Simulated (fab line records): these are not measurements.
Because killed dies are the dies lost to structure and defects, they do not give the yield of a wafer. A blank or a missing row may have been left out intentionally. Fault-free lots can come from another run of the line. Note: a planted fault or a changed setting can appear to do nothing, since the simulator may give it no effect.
Split-lot experiment | flow n5-finfet | 21 wafers read from 7 lots, route of 1938 steps

ON THE SPLIT
At N5_DUMMY_GATE_EXPOSE_12 (exposes mask GATE, target cd 25 nm), the setting dose-mj was moved away from the recipe's 34 on 7 of the 21 wafers read, by -6.8% to +6.7%. For the rest of the wafers, this setting stayed at what the recipe calls for.

FROM THE SPLIT TO THE READING: what the file shows between them, 13 steps
- N5_DUMMY_GATE_PEB_13: peb time 60 s
- N5_DUMMY_GATE_DEVELOP_14: develop time 30 s
- N5_DUMMY_GATE_CD_MEAS_15: target cd 25.8 nm
- N5_DUMMY_GATE_STRIP_38: strips in N2/H2
- N5_DUMMY_GATE_STRIP_39: strips in N2/H2
- N5_DUMMY_GATE_TRIM_49: chemistry O2, time 29 s, target cd 14 nm
- N5_DUMMY_GATE_STRIP_40: strips in CF4
- N5_DUMMY_GATE_CD_MEAS_50: target cd 14 nm
- N5_DUMMY_GATE_ETCH_31: etches SiO2 in C4F6/O2, target depth 82.5 nm, time 27.5 s
- N5_DUMMY_GATE_STRIP_41: strips in O2
- N5_DUMMY_GATE_ETCH_32: etches SiO2 in CF4, target depth 3.5 nm, time 3.9 s
- N5_DUMMY_GATE_ETCH_23: etches poly-Si in HBr/Cl2/O2, target depth 41 nm, time 22.3 s
- N5_DUMMY_GATE_ETCH_44: etches poly-Si in HBr/O2, stops on SiO2, target depth 127.5 nm

THE READING
cd-nm, in nm, at N5_DUMMY_GATE_CD_MEAS_24 (target cd 15 nm). On this fab line, fault-free wafers typically give 15.0 nm with a standard deviation of 0.31 nm.

wafer  | tool, chamber at the split | dose-mj as run | against the recipe | cd-nm, nm | against lot-mates on the recipe
L074.1 | euv-scanner-02, 0          | 31.69          | -6.8%              | 16.1      | +1.3
L074.5 | euv-scanner-02, 0          | 31.69          | -6.8%              | 16.2      | +1.4
L074.6 | euv-scanner-02, 0          | 34             | recipe             | 14.8      | -
L076.4 | euv-scanner-01, 0          | 33.03          | -2.9%              | 15.6      | +0.3
L076.5 | euv-scanner-01, 0          | 34             | recipe             | 15.3      | -
L076.6 | euv-scanner-01, 0          | 33.03          | -2.9%              | 15.8      | +0.5
L081.3 | euv-scanner-01, 0          | 34             | recipe             | 14.9      | -
L081.5 | euv-scanner-01, 0          | 34             | recipe             | 15.2      | -
L081.6 | euv-scanner-01, 0          | 34             | recipe             | 14.8      | -
L086.1 | euv-scanner-02, 0          | 36.28          | +6.7%              | 13.6      | -1.3
L086.3 | euv-scanner-02, 0          | 34             | recipe             | 14.7      | -
L086.6 | euv-scanner-02, 0          | 34             | recipe             | 15.1      | -
L089.1 | euv-scanner-01, 0          | 34             | recipe             | 15.5      | -
L089.2 | euv-scanner-01, 0          | 34             | recipe             | 15.1      | -
L089.4 | euv-scanner-01, 0          | 34             | recipe             | 15.0      | -
L090.1 | euv-scanner-01, 0          | 34             | recipe             | 14.7      | -
L090.3 | euv-scanner-01, 0          | 34             | recipe             | 14.9      | -
L090.5 | euv-scanner-01, 0          | 34             | recipe             | 15.2      | -
L091.2 | euv-scanner-01, 0          | 34             | recipe             | 14.5      | -
L091.4 | euv-scanner-01, 0          | 32.83          | -3.4%              | 15.7      | +1.2
L091.5 | euv-scanner-01, 0          | 32.83          | -3.4%              | 15.7      | +1.2

THE FIT
A straight line over all 21 wafers: cd-nm changes by -0.193 nm for each +1% of dose-mj; r = -0.92; the points scatter about the line by 0.24 nm.
The same after taking each lot's own level away (the mean of its wafers on the recipe; 21 wafers): -0.209 nm for each +1%; r = -0.94; scatter 0.23 nm.
Per that fit: largest dose-mj move, reading shift of 1.4 nm.
The span of the lots' own levels, 14.50 to 15.30 nm, comes to 2.6 times the standard deviation stated above.
Hence the lot-to-lot level has little effect on the slope; both slopes agree.
Check: for one of the wafers moved furthest among these (-6.8%), held out of the fit, the line's prediction against its lot-mates is +1.5 nm. Against them it came out at +1.3 nm.

THE OTHER SPLITS THESE WAFERS WENT THROUGH
Before the reading, these wafers also passed through other splits. Each is held against what the fit with the lots' levels taken away leaves over:
other split on the same wafers            | wafers away from the commonest value | r with cd-nm (lot level and that fit taken away)
N5_PMOS_HMC_CHANNEL_EPI_COAT_31 spin-rpm  | 7                                    | -0.27
N5_PMOS_HMC_CHANNEL_EPI_EXPOSE_06 dose-mj | 5                                    | -0.34
N5_FIN_SAQP_ETCH_34 source-w              | 5                                    | -0.29
N5_FIN_CUT_ETCH_21 bias-w                 | 7                                    | -0.15

THE WHOLE CHAIN: every reading that the file lists as answering this split, in the file's order
step                     | what it does                                                   | reading                                                           | change (the file's fit)               | r (the file's)
N5_DUMMY_GATE_CD_MEAS_15 | target cd 25.8 nm                                              | cd-nm                                                             | -0.221 nm for each +1% of the setting | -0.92
N5_DUMMY_GATE_TRIM_49    | chemistry O2, time 29 s, target cd 14 nm                       | DUMMY_GATE.cd-nm (the simulator's own value, which no gauge read) | -0.185 nm for each +1% of the setting | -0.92
N5_DUMMY_GATE_CD_MEAS_50 | target cd 14 nm                                                | cd-nm                                                             | -0.175 nm for each +1% of the setting | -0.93
N5_DUMMY_GATE_ETCH_44    | etches poly-Si in HBr/O2, stops on SiO2, target depth 127.5 nm | DUMMY_GATE.cd-nm (the simulator's own value, which no gauge read) | -0.188 nm for each +1% of the setting | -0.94
N5_DUMMY_GATE_CD_MEAS_24 | target cd 15 nm                                                | cd-nm                                                             | -0.207 nm for each +1% of the setting | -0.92

THE FILE'S OWN FIT
cd-nm changes by -0.207 nm for each +1% of dose-mj, r = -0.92.
